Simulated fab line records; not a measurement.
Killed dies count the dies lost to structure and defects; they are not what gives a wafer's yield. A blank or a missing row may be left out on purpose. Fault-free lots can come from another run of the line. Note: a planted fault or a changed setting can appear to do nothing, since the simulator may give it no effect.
Matching of chambers || flow n5Finfet || rieDiel-04 running N5_BEOL_M2_ETCH_74: 4 sister chambers
The step etches underlayer in N2/H2, target depth 6.5 nm, time 5.2 s. 20 wafers are shown with their chamber, then 10 later ones without.

## WAFERS, EACH WITH ITS CHAMBER
{"wafer": "L074.1", "chamber": 1, "drypumpMotorCurrentA (A)": 5.6, "showerheadPlenumPTorr (Torr)": 2.53, "throttleValvePct (%)": 17.95}
{"wafer": "L074.2", "chamber": 3, "drypumpMotorCurrentA (A)": 5.6, "showerheadPlenumPTorr (Torr)": 2.42, "throttleValvePct (%)": 17.66}
{"wafer": "L074.3", "chamber": 0, "drypumpMotorCurrentA (A)": 5.6, "showerheadPlenumPTorr (Torr)": 2.52, "throttleValvePct (%)": 18.27}
{"wafer": "L075.1", "chamber": 3, "drypumpMotorCurrentA (A)": 5.6, "showerheadPlenumPTorr (Torr)": 2.42, "throttleValvePct (%)": 17.64}
{"wafer": "L075.2", "chamber": 0, "drypumpMotorCurrentA (A)": 5.6, "showerheadPlenumPTorr (Torr)": 2.52, "throttleValvePct (%)": 18.28}
{"wafer": "L075.4", "chamber": 1, "drypumpMotorCurrentA (A)": 5.6, "showerheadPlenumPTorr (Torr)": 2.52, "throttleValvePct (%)": 17.95}
{"wafer": "L076.1", "chamber": 0, "drypumpMotorCurrentA (A)": 5.6, "showerheadPlenumPTorr (Torr)": 2.52, "throttleValvePct (%)": 18.28}
{"wafer": "L076.2", "chamber": 1, "drypumpMotorCurrentA (A)": 5.6, "showerheadPlenumPTorr (Torr)": 2.52, "throttleValvePct (%)": 17.95}
{"wafer": "L076.4", "chamber": 1, "drypumpMotorCurrentA (A)": 5.6, "showerheadPlenumPTorr (Torr)": 2.52, "throttleValvePct (%)": 17.96}
{"wafer": "L077.1", "chamber": 2, "drypumpMotorCurrentA (A)": 6.5, "showerheadPlenumPTorr (Torr)": 2.72, "throttleValvePct (%)": 17.82}
{"wafer": "L077.5", "chamber": 1, "drypumpMotorCurrentA (A)": 5.6, "showerheadPlenumPTorr (Torr)": 2.52, "throttleValvePct (%)": 17.95}
{"wafer": "L077.6", "chamber": 0, "drypumpMotorCurrentA (A)": 5.6, "showerheadPlenumPTorr (Torr)": 2.51, "throttleValvePct (%)": 18.28}
{"wafer": "L082.2", "chamber": 3, "drypumpMotorCurrentA (A)": 5.7, "showerheadPlenumPTorr (Torr)": 2.42, "throttleValvePct (%)": 17.66}
{"wafer": "L082.5", "chamber": 1, "drypumpMotorCurrentA (A)": 5.6, "showerheadPlenumPTorr (Torr)": 2.52, "throttleValvePct (%)": 17.99}
{"wafer": "L082.6", "chamber": 0, "drypumpMotorCurrentA (A)": 5.6, "showerheadPlenumPTorr (Torr)": 2.51, "throttleValvePct (%)": 18.31}
{"wafer": "L091.1", "chamber": 2, "drypumpMotorCurrentA (A)": 6.5, "showerheadPlenumPTorr (Torr)": 2.71, "throttleValvePct (%)": 17.84}
{"wafer": "L091.5", "chamber": 1, "drypumpMotorCurrentA (A)": 5.6, "showerheadPlenumPTorr (Torr)": 2.51, "throttleValvePct (%)": 18.01}
{"wafer": "L091.6", "chamber": 0, "drypumpMotorCurrentA (A)": 5.6, "showerheadPlenumPTorr (Torr)": 2.50, "throttleValvePct (%)": 17.91}
{"wafer": "L093.1", "chamber": 1, "drypumpMotorCurrentA (A)": 5.6, "showerheadPlenumPTorr (Torr)": 2.51, "throttleValvePct (%)": 18.00}
{"wafer": "L093.2", "chamber": 2, "drypumpMotorCurrentA (A)": 6.5, "showerheadPlenumPTorr (Torr)": 2.71, "throttleValvePct (%)": 17.90}

SIGNATURES, as means of the wafers listed above
{"reading": "drypumpMotorCurrentA", "chamber 0": 5.600, "chamber 1": 5.600, "chamber 2": 6.500, "chamber 3": 5.633, "scatter within a chamber": 0.0204}
{"reading": "showerheadPlenumPTorr", "chamber 0": 2.5133, "chamber 1": 2.5187, "chamber 2": 2.7133, "chamber 3": 2.4200, "scatter within a chamber": 0.00656}
{"reading": "throttleValvePct", "chamber 0": 18.2217, "chamber 1": 17.9700, "chamber 2": 17.8533, "chamber 3": 17.6533, "scatter within a chamber": 0.0887}
Rule: for a wafer and a chamber, the distance is found by dividing, reading by reading, the gap between the wafer's reading and the chamber's mean by the reading's scatter, squaring, summing and taking the root. The wafer belongs to the nearest chamber; if the next one is less than 2 further off, it can't be placed. The scatter is the square root of a quotient: the sum, over the shown wafers, of each reading's squared deviation from its chamber's mean, divided by wafers minus chambers.

## WAFERS WITHOUT THEIR CHAMBER
{"wafer": "L093.4", "drypumpMotorCurrentA (A)": 5.6, "showerheadPlenumPTorr (Torr)": 2.41, "throttleValvePct (%)": 17.77}
{"wafer": "L096.1", "drypumpMotorCurrentA (A)": 5.6, "showerheadPlenumPTorr (Torr)": 2.51, "throttleValvePct (%)": 18.02}
{"wafer": "L096.2", "drypumpMotorCurrentA (A)": 6.5, "showerheadPlenumPTorr (Torr)": 2.70, "throttleValvePct (%)": 17.89}
{"wafer": "L096.3", "drypumpMotorCurrentA (A)": 5.6, "showerheadPlenumPTorr (Torr)": 2.40, "throttleValvePct (%)": 17.70}
{"wafer": "L096.4", "drypumpMotorCurrentA (A)": 5.6, "showerheadPlenumPTorr (Torr)": 2.40, "throttleValvePct (%)": 17.71}
{"wafer": "L096.5", "drypumpMotorCurrentA (A)": 5.6, "showerheadPlenumPTorr (Torr)": 2.51, "throttleValvePct (%)": 18.02}
{"wafer": "L096.6", "drypumpMotorCurrentA (A)": 6.5, "showerheadPlenumPTorr (Torr)": 2.70, "throttleValvePct (%)": 17.88}
{"wafer": "L097.3", "drypumpMotorCurrentA (A)": 5.6, "showerheadPlenumPTorr (Torr)": 2.51, "throttleValvePct (%)": 18.02}
{"wafer": "L097.4", "drypumpMotorCurrentA (A)": 6.5, "showerheadPlenumPTorr (Torr)": 2.70, "throttleValvePct (%)": 17.91}
{"wafer": "L097.5", "drypumpMotorCurrentA (A)": 5.6, "showerheadPlenumPTorr (Torr)": 2.51, "throttleValvePct (%)": 18.04}

## THE CHAMBER EACH PASSED THROUGH
{"wafer": "L093.4", "from the rows above": 3, "in truth": 3}
{"wafer": "L096.1", "from the rows above": "can't be placed: 1 or 0", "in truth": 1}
{"wafer": "L096.2", "from the rows above": 2, "in truth": 2}
{"wafer": "L096.3", "from the rows above": 3, "in truth": 3}
{"wafer": "L096.4", "from the rows above": 3, "in truth": 3}
{"wafer": "L096.5", "from the rows above": "can't be placed: 1 or 0", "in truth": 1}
{"wafer": "L096.6", "from the rows above": 2, "in truth": 2}
{"wafer": "L097.3", "from the rows above": "can't be placed: 1 or 0", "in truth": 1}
{"wafer": "L097.4", "from the rows above": 2, "in truth": 2}
{"wafer": "L097.5", "from the rows above": "can't be placed: 1 or 0", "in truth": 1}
6 of 10 placed correctly. Can't be placed from these rows: 4 (the true chamber is among the candidates in 4). Number placed wrongly: 0.
